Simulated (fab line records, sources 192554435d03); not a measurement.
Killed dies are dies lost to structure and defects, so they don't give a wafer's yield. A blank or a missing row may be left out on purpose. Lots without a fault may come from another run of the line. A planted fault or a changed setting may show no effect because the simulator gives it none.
Problem report in the 8D (eight disciplines) form, filled by code | flow n5_finfet | the parts of the form that need people (team, actions taken, sign-off) are left out

1. THE PROBLEM
run_length_s at N5_SD_EPI_N_COAT_32 reads a mean of 44.34 s on 6 wafers of 2 lots; wafers without a fault read 66.23 s with a standard deviation of 0.16. That is -99 or more standard deviations from the usual mean.
The step: time 60 s, resist thk 350 nm.
First seen on wafer L655.2, day 6 11:49, on litho_track-03. The record holds 18 wafers of 6 lots with a number at this step. Rule for "out", or "out of limits": more than 4 standard deviations from the usual mean. The other wafers with a number count as sound.

2. WHAT IT IS AND WHAT IT IS NOT
question                    | is                                 | is not
which readings at this step | run_length_s, heater_power_total_W | -
which lots                  | L655, L656                         | L645, L646, L661, L663
which wafers of those lots  | all that have a number             | -
read on which tools         | litho_track-03                     | litho_track-01, litho_track-05
when                        | from day 6 11:49                   | up to then (6 sound wafers); but 6 sound wafers of L661, L663 came after

3. SUSPECTS, AND WHAT RULES EACH OUT
Counting: a tool at a process step up to the reading stays a suspect if it ran every lot that is out and no sound lot after the first of them.
- litho_track-03 at N5_SD_EPI_N_COAT_32 (time 60 s, resist thk 350 nm): kept. It ran every lot that is out, first L655 (day 6 11:49), and no sound lot after that; its last sound lot up to then is L645 (day 4 01:19). Its own readings are out on those wafers: heater_power_total_W, run_length_s.
Left after counting: litho_track-03 at N5_SD_EPI_N_COAT_32.

4. THE CAUSE (what the simulator had put in)
Process parameter drift: litho_track-03, from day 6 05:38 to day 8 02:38, at N5_SD_EPI_N_COAT_32. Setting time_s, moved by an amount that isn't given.
Counting left only this tool.

5. THE CHAIN OF EFFECTS, in route order
Each row: a reading whose mean over the struck wafers that have a number lies more than 3 standard deviations from the usual. Only readings for which the record gives a usual standard deviation are gone through. hours: the time from each lot's start at the first step in this table that gives one to its start at this step, as a median over the lots. sigmas: the change in usual standard deviations.
hours | step                | reading              | usual   | on struck wafers | change | sigmas
0     | N5_SD_EPI_N_COAT_32 | heater_power_total_W | 500.5 W | 657.6            | +157.1 | +87
0     | N5_SD_EPI_N_COAT_32 | run_length_s         | 66.23 s | 44.34            | -21.89 | -99 or more
The process steps in it:
- N5_SD_EPI_N_COAT_32: time 60 s, resist thk 350 nm.

6. WHAT WOULD HAVE CAUGHT IT SOONER
In this record the first reading out of limits was taken at day 6 11:49, 6 hours after the fault began at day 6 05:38.
